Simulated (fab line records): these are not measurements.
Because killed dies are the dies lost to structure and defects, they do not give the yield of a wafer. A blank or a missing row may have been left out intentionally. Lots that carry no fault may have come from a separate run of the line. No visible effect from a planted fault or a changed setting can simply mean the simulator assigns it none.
fab line records	flow nand_harc
record: lots: 11	wafers: 33	last_day: 23
route steps=1159 shown P_M2@335 P_BONDPAD@359 END@1159
lots that met no fault: from a run of the same line without faults
start_h: hours from the record's first day to the start of the lot's first wafer shown	wait_h: hours since the lot's step before	" same as the row above	L1.1+2: several wafers, shown together as one row	- no value present, or no start provided	* or withheld: withheld	< > ~ a bound
route shown NAME@n: NAME is a module with steps in the file, n the number in the route of the first one	usual: mean/standard deviation taken from wafers without a fault	same: alike in all rows	chamber/n: place in a boat	sites: per-site readings	_std_site: standard deviation of those values	_edge_site: mean of outer sites minus mean of inner sites	radius_mm: for every site, how far away it sits from the centre of the wafer	mask NAME#n: copy n	behind: tool/chamber where the wafer was last shaped	hold: why the lot was held/for how many hours/how that ended	device: the n, p or np transistor that did not switch	end of line: the same wafers' tests at the end of the route	a step given without rows: its recipe and nothing more	killed: the dies lost at the first sort to structure and to defects; this is not the yield of the wafer	map: the dies of a wafer, with x for killed, . for not killed, _ for no die there
set.NAME: the setting as run; set.NAME@STEP: as run at that earlier step	model.NAME: the simulator's own value behind a step, which no gauge read
steps of the route over a sample of lots; a table a step, a row a wafer
services: the hour from which a tool's chamber was out of use, counted from the record's first day as start_h (under 0 if before that day), plus the number of hours and why
== steps ==
step: NHARC_P_M2_STRIP_18
recipe: power_w: 1000	n2_flow_sccm: 150	h2_flow_sccm: 150	ar_flow_sccm: 0	bias_w: 0	chemistry: N2/H2
usual: drypump_motor_current_A: 5.37/0.3	oes_product_au: 1.000/0.012	rf_vpp_V: 91.0/0.95	showerhead_plenum_p_Torr: 2.08/0.1	throttle_valve_pct: 14.172/0.0084
lot.wafer	tool	chamber	start_h	wait_h	drypump_motor_current_A	oes_product_au	rf_hours_counter_h	rf_vpp_V	showerhead_plenum_p_Torr	throttle_valve_pct
L220.3	rie_diel-03	2	138.74	0.1	4.69	0.999	34	91.0	2.13	14.187
L220.2	"	0	"	"	5.53	0.999	32	92.1	2.03	14.180
L220.5	"	1	"	"	6.31	1.011	-	90.7	2.11	14.153
L221.3	rie_diel-07	1	142.56	0.1	5.52	1.006	14	90.9	2.18	14.183
L221.2	"	2	"	"	5.45	0.989	17	90.6	2.10	14.178
L221.6	"	2	"	"	5.45	0.989	-	90.9	2.10	14.173
L222.3	rie_diel-11	3	148.38	0.1	5.03	0.999	4	90.9	1.99	14.181
L222.2	"	0	"	"	5.23	1.023	5	90.9	2.14	14.165
L222.5	"	1	"	"	5.57	1.010	-	90.6	2.19	14.178
L223.2	rie_diel-11	1	151.50	0.1	5.61	1.007	5	91.9	2.19	14.171
L223.3	"	2	"	"	5.48	1.010	4	91.5	1.91	14.165
L223.5	"	1	"	"	5.61	1.018	-	91.7	2.19	14.180
L225.2	rie_diel-07	2	154.05	0.1	5.46	0.985	20	89.6	2.10	14.174
L225.5	"	0	"	"	5.11	0.995	-	90.4	2.10	14.163
L225.6	"	1	"	"	5.49	0.999	-	90.4	2.18	14.179
L226.4	rie_diel-11	2	166.50	0.1	5.53	1.015	4	91.3	1.91	14.163
L226.2	"	3	"	"	5.02	1.013	5	90.7	1.99	14.170
L226.6	"	0	"	"	5.22	1.022	-	91.9	2.14	14.163
L227.2	rie_diel-11	3	168.56	0.1	5.02	1.007	5	89.1	1.98	14.183
L227.3	"	2	"	"	5.55	1.014	4	90.2	1.91	14.175
L227.6	"	3	"	"	5.02	0.997	-	89.3	1.98	14.180
L232.1	rie_diel-11	2	205.32	0.1	5.52	0.996	0	90.1	1.91	14.161
L232.3	"	3	"	"	5.07	0.991	0	91.5	1.98	14.179
L232.6	"	1	"	"	5.56	0.978	-	91.1	2.19	14.154
L231.3	rie_diel-11	1	205.75	0.1	5.58	0.986	0	90.3	2.19	14.164
L231.4	"	2	"	"	5.51	0.995	0	89.6	1.91	14.172
L231.1	"	3	"	"	5.04	0.999	0	92.2	1.98	14.164
L239.4	rie_diel-11	0	239.67	0.1	5.24	1.005	2	91.5	2.14	14.182
L239.3	"	1	"	"	5.56	0.994	1	90.9	2.18	14.161
L239.5	"	1	"	"	5.58	0.981	-	91.7	2.19	14.183
L238.3	rie_diel-11	0	240.52	0.1	5.24	1.000	2	92.2	2.14	14.172
L238.2	"	1	"	"	5.58	0.989	1	92.6	2.19	14.172
L238.5	"	3	"	"	5.02	0.996	-	90.7	1.98	14.172
step: NHARC_P_M2_ETCH_28
recipe: target_depth_a: 300	over_etch_frac: 0.3	time_s: 72.99	ion_energy_ev: 150	cf4_flow_sccm: 50	n2_flow_sccm: 100	ar_flow_sccm: 150	rf_w: 300	bias_w: 100	chemistry: CF4/N2
usual: cf4_flow_sccm: 50.00/0.15	drypump_motor_current_A: 5.38/0.28	oes_product_au: 0.999/0.011	rf_vpp_V: 314.7/2.3	showerhead_plenum_p_Torr: 2.66/0.13	throttle_valve_pct: 19.794/0.0089
same: time_s: 72.99
lot.wafer	tool	chamber	start_h	wait_h	cf4_flow_sccm	drypump_motor_current_A	oes_product_au	rf_hours_counter_h	rf_vpp_V	showerhead_plenum_p_Torr	throttle_valve_pct
L220.2	rie_diel-03	3	-	-	50.11	5.52	0.984	31	312.0	2.45	19.798
L220.3	"	0	"	"	49.76	5.52	0.987	32	312.6	2.61	19.804
L220.5	"	0	"	"	49.78	5.53	1.006	-	315.2	2.61	19.799
L221.2	rie_diel-07	1	-	-	50.00	5.52	1.005	14	317.8	2.79	19.783
L221.3	"	3	"	"	49.85	5.57	0.997	16	317.2	2.80	19.790
L221.6	"	2	"	"	49.97	5.46	0.996	-	315.7	2.70	19.785
L222.2	rie_diel-11	3	-	-	50.19	5.04	1.002	4	313.1	2.56	19.794
L222.3	"	2	"	"	50.03	5.52	1.003	4	311.2	2.47	19.797
L222.5	"	3	"	"	50.07	5.01	0.998	-	312.2	2.56	19.798
L223.2	rie_diel-11	2	-	-	50.16	5.52	0.986	4	310.7	2.47	19.788
L223.3	"	1	"	"	50.06	5.61	1.009	5	317.2	2.80	19.780
L223.5	"	3	"	"	50.03	5.02	0.994	-	311.3	2.56	19.793
L225.2	rie_diel-07	0	-	-	50.16	5.06	1.007	17	315.5	2.69	19.796
L225.5	"	2	"	"	49.91	5.42	0.997	-	314.3	2.70	19.798
L225.6	"	3	"	"	50.12	5.59	1.000	-	318.3	2.79	19.786
L226.4	rie_diel-11	3	-	-	49.83	5.05	0.988	5	312.8	2.56	19.791
L226.2	"	1	"	"	50.12	5.59	1.011	5	317.7	2.80	19.791
L226.6	"	2	"	"	50.02	5.53	1.019	-	310.1	2.47	19.792
L227.2	rie_diel-11	0	-	-	50.10	5.26	1.019	6	316.8	2.75	19.790
L227.3	"	1	"	"	50.44	5.56	1.002	5	318.0	2.80	19.794
L227.6	"	3	"	"	50.13	5.03	0.987	-	313.2	2.56	19.812
L232.3	rie_diel-11	3	-	-	49.84	5.02	1.004	0	312.6	2.56	19.799
L232.1	"	2	"	"	49.97	5.52	0.995	0	311.9	2.47	19.789
L232.6	"	0	"	"	50.07	5.23	1.007	-	315.5	2.75	19.804
L231.3	rie_diel-11	1	-	-	50.07	5.58	0.988	0	316.1	2.80	19.793
L231.1	"	2	"	"	49.64	5.52	0.995	0	311.6	2.47	19.790
L231.4	"	0	"	"	49.91	5.24	1.007	0	317.5	2.75	19.785
L239.3	rie_diel-11	0	-	-	49.93	5.25	1.017	2	316.6	2.75	19.798
L239.4	"	1	"	"	49.83	5.59	0.988	1	317.0	2.80	19.795
L239.5	"	2	"	"	49.83	5.54	0.999	-	312.4	2.47	19.787
L238.3	rie_diel-11	0	-	-	49.80	5.25	1.006	2	315.6	2.75	19.774
L238.2	"	1	"	"	49.98	5.59	0.990	1	316.2	2.80	19.814
L238.5	"	2	"	"	49.95	5.48	0.998	-	312.0	2.47	19.801
step: NHARC_P_M2_PRE_CLEAN_30
recipe: time_s: 30	temp_c: 280	gas: H2/He
usual: heater_power_w: 402/45
same: time_s: 30
lot.wafer	tool	chamber	start_h	wait_h	heater_power_w
L220.2	pvd_sputter-01	-	-	-	425
L220.3	"	-	"	"	360
L220.5	"	-	"	"	361
L221.2	pvd_sputter-01	-	-	-	392
L221.3	"	-	"	"	365
L221.6	"	-	"	"	383
L222.3	pvd_sputter-01	-	149.02	-	361
L222.2	"	-	"	"	413
L222.5	"	-	"	"	391
L223.2	pvd_sputter-03	-	-	-	382
L223.3	"	-	"	"	404
L223.5	"	-	"	"	370
L225.2	pvd_sputter-01	-	-	-	372
L225.6	"	-	"	"	356
L225.5	"	-	"	"	379
L226.2	pvd_sputter-02	-	-	-	377
L226.4	"	-	"	"	520
L226.6	"	-	"	"	376
L227.2	pvd_sputter-01	-	-	-	425
L227.3	"	-	"	"	377
L227.6	"	-	"	"	448
L232.1	pvd_sputter-01	-	-	-	384
L232.3	"	-	"	"	379
L232.6	"	-	"	"	444
L231.1	pvd_sputter-03	-	-	-	378
L231.3	"	-	"	"	373
L231.4	"	-	"	"	411
L239.4	pvd_sputter-02	-	-	-	381
L239.3	"	-	"	"	404
L239.5	"	-	"	"	531
L238.3	pvd_sputter-02	-	-	-	374
L238.2	"	-	"	"	374
L238.5	"	-	"	"	547
step: NHARC_P_BONDPAD_SOFTBAKE_04
recipe: temp_c: 125	time_s: 70
usual: heater_power_total_W: 201.0/1.3	plate_temp_C: 125.04/0.11	resist_line_temp_C: 22.98/0.11
same: time_s: 70
lot.wafer	tool	chamber	start_h	wait_h	heater_power_total_W	plate_temp_C	resist_line_temp_C
L220.2	litho_track-07	0	142	-	198.8	124.98	22.85
L220.3	"	0	"	"	202.6	124.97	23.02
L220.5	"	0	"	"	202.4	124.81	22.83
L221.2	litho_track-02	0	146	-	202.6	125.12	23.00
L221.3	"	0	"	"	201.3	125.17	22.91
L221.6	"	0	"	"	199.9	125.25	23.20
L222.2	litho_track-05	0	151	-	202.6	125.16	22.90
L222.3	"	0	"	"	201.0	124.75	22.92
L222.5	"	0	"	"	202.4	125.12	22.79
L223.2	litho_track-02	0	155	-	200.2	125.00	22.83
L223.3	"	0	"	"	199.2	124.82	22.94
L223.5	"	0	"	"	198.9	125.08	22.95
L225.2	litho_track-07	0	157	-	199.5	125.01	22.97
L225.5	"	0	"	"	198.7	125.28	22.98
L225.6	"	0	"	"	199.3	125.04	23.07
L226.2	litho_track-05	0	170	-	200.7	124.82	23.04
L226.4	"	0	"	"	202.6	125.08	23.03
L226.6	"	0	"	"	201.4	125.01	22.93
L227.2	litho_track-02	0	172	-	202.6	125.13	23.13
L227.3	"	0	"	"	198.9	124.89	22.85
L227.6	"	0	"	"	200.8	124.89	23.00
L232.1	litho_track-05	0	208	-	213.2	131.71	22.93
L232.3	"	0	"	"	216.9	132.02	23.16
L232.6	"	0	"	"	213.3	131.81	23.13
L231.1	litho_track-05	0	209	-	213.8	131.94	22.98
L231.3	"	0	"	"	216.4	131.94	22.97
L231.4	"	0	"	"	214.6	132.06	22.86
L239.3	litho_track-07	0	243	-	200.0	125.06	22.88
L239.4	"	0	"	"	202.5	125.09	22.88
L239.5	"	0	"	"	199.8	125.20	22.97
L238.2	litho_track-07	0	244	-	200.4	124.99	23.01
L238.3	"	0	"	"	202.6	124.94	22.98
L238.5	"	0	"	"	199.4	125.08	22.99
step: NHARC_END_SORT_01
recipe: temp_c: 25
usual: defect_limited_yield: 96.2/1.3	killed_at_array: 21/8.9	killed_at_other: 0.8/1.3	killed_at_periphery: 3.6/2.4	killed_dies: 26/8.9	killed_open: 3.1/1.8	killed_short: 1.9/1.3	sort_bin_2_pct: 1.2/0.54	sort_bin_3_pct: 0.21/0.17	sort_bin_4_pct: 2.4/0.91	sort_n_pass: 651/8.9	sort_rim_yield_pct: 95.0/2.8	sort_yield_pct: 96.2/1.3
same: gross_dies: 677	sort_bin_5_pct[%]: 0	sort_bin_6_pct[%]: 0	sort_bin_7_pct[%]: 0	sort_bin_8_pct[%]: 0	sort_rim_n_gross: 106.00
lot.wafer	tool	chamber	start_h	wait_h	defect_limited_yield[%]	killed_at_array	killed_at_other	killed_at_periphery	killed_dies	killed_open	killed_short	sort_bin_2_pct[%]	sort_bin_3_pct[%]	sort_bin_4_pct[%]	sort_n_pass	sort_rim_yield_pct[%]	sort_yield_pct[%]
L221.2	prober-02	0	446.94	2.8	96.8	17	1	4	22	4	0	1.2	0.30	1.8	655	94.3	96.8
L221.3	prober-02	0	447.72	3.1	96.6	18	2	3	23	5	3	1.0	0.15	2.2	654	97.2	96.6
L221.6	prober-02	0	450.08	3.9	97.5	16	0	1	17	2	0	0.9	0.15	1.5	660	94.3	97.5
L227.2	prober-02	0	485.81	2.8	91.4	47	1	10	58	11	5	3.8	0.30	4.4	619	86.8	91.4
L227.3	prober-02	0	486.60	3.1	93.2	37	0	9	46	3	3	2.1	0.30	4.4	631	88.7	93.2
L227.6	prober-02	0	488.98	4.0	93.8	35	1	6	42	4	0	1.3	0	4.9	635	91.5	93.8
L232.1	prober-01	0	523.54	2.5	94.2	30	2	7	39	4	1	1.2	0.15	4.4	638	96.2	94.2
L232.3	prober-01	0	525.14	3.1	92.9	40	0	8	48	5	2	2.5	0.30	4.3	629	92.5	92.9
L232.6	prober-01	0	527.54	4.0	95.9	28	0	0	28	4	0	1.5	0.30	2.4	649	93.4	95.9
L238.2	prober-02	0	559.58	2.8	96.8	19	0	3	22	4	1	0.9	0.44	1.9	655	90.6	96.8
L238.3	prober-02	0	560.38	3.1	95.4	25	1	5	31	4	1	0.9	0	3.7	646	84.9	95.4
L238.5	prober-02	0	561.97	3.7	96.3	24	0	1	25	5	1	0.6	0.15	3.0	652	90.6	96.3
killed by level:class
L221.2 A_CHANNEL_HOLE_D1:chamber_film_flake=7 A_SLIT:chamber_film_flake=5 A_CONTACT:chamber_film_flake=3 A_CONTACT:geometric_particle:open=2 P_STI:chamber_film_flake=2 P_GATE:geometric_particle:open=1 P_CONTACT:geometric_particle:open=1 THIN_TSV:chamber_film_flake=1
L221.3 A_CONTACT:geometric_particle:open=4 A_CONTACT:chamber_film_flake=4 A_STAIRCASE:chamber_film_flake=3 A_SLIT:chamber_film_flake=2 THIN_TSV:chamber_film_flake=2 P_CONTACT:geometric_particle:open=1 A_CHANNEL_FILL_D1:geometric_particle:short=1 A_WL_FILL:geometric_particle:short=1
L221.6 A_CONTACT:chamber_film_flake=5 A_CHANNEL_HOLE_D1:chamber_film_flake=3 A_SLIT:chamber_film_flake=3 A_STAIRCASE:chamber_film_flake=2 A_CHANNEL_HOLE_D1:geometric_particle:open=1 A_SGD_CUT:geometric_particle:open=1 P_GATE:chamber_film_flake=1 A_WL_FILL:chamber_film_flake=1
L227.2 A_CHANNEL_HOLE_D1:chamber_film_flake=17 A_SLIT:chamber_film_flake=11 P_M0:chamber_film_flake=4 A_CHANNEL_FILL_D1:geometric_particle:open=3 P_GATE:chamber_film_flake=3 A_ZERO_WELL:chamber_film_flake=3 P_M2:geometric_particle:open=2 A_ONON_D1:geometric_particle:short=2
L227.3 A_CHANNEL_HOLE_D1:chamber_film_flake=20 P_M0:chamber_film_flake=6 A_SLIT:chamber_film_flake=5 A_M0:chamber_film_flake=3 P_GATE:chamber_film_flake=2 A_CONTACT:chamber_film_flake=2 P_M0:geometric_particle:short=1 A_ONON_D1:geometric_particle:short=1
L227.6 A_CHANNEL_HOLE_D1:chamber_film_flake=11 A_SLIT:chamber_film_flake=10 A_CONTACT:chamber_film_flake=5 A_M0:chamber_film_flake=5 P_M0:chamber_film_flake=4 A_M0:geometric_particle:open=2 P_GATE:geometric_particle:open=1 A_CONTACT:geometric_particle:open=1
L232.1 A_CHANNEL_HOLE_D1:chamber_film_flake=20 P_ZERO_WELL:chamber_film_flake=4 A_SLIT:chamber_film_flake=4 A_CONTACT:geometric_particle:open=2 A_CONTACT:chamber_film_flake=2 HYBRID_BOND:chamber_film_flake=2 P_GATE:geometric_particle:short=1 P_GATE:geometric_particle:open=1
L232.3 A_CHANNEL_HOLE_D1:chamber_film_flake=17 A_SLIT:chamber_film_flake=14 P_ZERO_WELL:chamber_film_flake=5 A_STAIRCASE:chamber_film_flake=2 P_GATE:geometric_particle:open=1 P_M1:geometric_particle:open=1 A_CHANNEL_FILL_D1:geometric_particle:open=1 A_CHANNEL_FILL_D1:geometric_particle:short=1
L232.6 A_CHANNEL_HOLE_D1:chamber_film_flake=13 A_SLIT:chamber_film_flake=9 A_BLC:geometric_particle:open=2 A_CHANNEL_FILL_D1:geometric_particle:open=1 A_M0:geometric_particle:open=1 A_WL_FILL:chamber_film_flake=1 A_CONTACT:chamber_film_flake=1
L238.2 A_SLIT:chamber_film_flake=10 A_CHANNEL_HOLE_D1:chamber_film_flake=4 A_STAIRCASE:chamber_film_flake=2 P_CONTACT:geometric_particle:open=1 P_M0:geometric_particle:open=1 A_CHANNEL_FILL_D1:geometric_particle:open=1 A_SGD_CUT:geometric_particle:short=1 A_M0:geometric_particle:open=1
L238.3 A_SLIT:chamber_film_flake=13 A_CHANNEL_HOLE_D1:chamber_film_flake=6 A_CONTACT:chamber_film_flake=2 P_CONTACT:geometric_particle:open=1 P_M0:geometric_particle:open=1 P_M2:geometric_particle:short=1 A_BLC:geometric_particle:open=1 A_M0:geometric_particle:open=1
L238.5 A_SLIT:chamber_film_flake=10 A_CHANNEL_HOLE_D1:chamber_film_flake=5 A_CONTACT:geometric_particle:open=2 P_M0:geometric_particle:open=1 A_SGD_CUT:geometric_particle:open=1 A_M0:geometric_particle:open=1 A_M0:geometric_particle:short=1 A_CHANNEL_FILL_D1:chamber_film_flake=1
== services ==
tool	chamber	start_h	hours	kind
rie_diel-11	0	119.50	-	clean
rie_diel-11	1	119.50	-	clean
rie_diel-11	2	119.50	-	clean
rie_diel-11	3	119.50	-	clean
rie_diel-11	0	144.00	-	clean
rie_diel-11	1	144.00	-	clean
rie_diel-11	2	144.00	-	clean
rie_diel-11	3	144.00	-	clean
pvd_sputter-01	-	158.36	10.0	pm
litho_track-02	-	165.00	7.0	pm
rie_diel-11	0	168.50	-	clean
rie_diel-11	1	168.50	-	clean
rie_diel-11	2	168.50	-	clean
rie_diel-11	3	168.50	-	clean
litho_track-07	-	189.00	7.0	pm
rie_diel-11	-	189.50	9.0	pm
rie_diel-11	0	189.50	9.0	vent_cycle
rie_diel-11	1	189.50	9.0	vent_cycle
pvd_sputter-03	-	200.98	2.4	repair
pvd_sputter-02	-	214.02	10.0	pm
rie_diel-03	-	215.83	9.0	pm
rie_diel-07	-	228.21	9.0	pm
litho_track-05	-	237.01	7.0	pm
pvd_sputter-01	-	242.87	4.6	repair
== key ==
first_sign: step: NHARC_P_BONDPAD_SOFTBAKE_04	reading: plate_temp_C	direction: up	sigmas: 62	usual: *	struck: *
effect: step: NHARC_P_BONDPAD_SOFTBAKE_04	reading: heater_power_total_W	direction: up	sigmas: 10	usual: *	struck: *
met_at NHARC_P_BONDPAD_SOFTBAKE_04
struck_lots L231,L232
not_acting_at NHARC_P_M2_STRIP_18,NHARC_P_M2_ETCH_28,NHARC_P_M2_PRE_CLEAN_30
onset_between 170 208
fault: kind: process_parameter_drift	tool: litho_track-05	chamber: -	onset_h: 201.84	steps: NHARC_P_BONDPAD_SOFTBAKE_04	channel: temp_c	offset: *	shape: step	end_h: 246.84	acts_in: *	stated: *
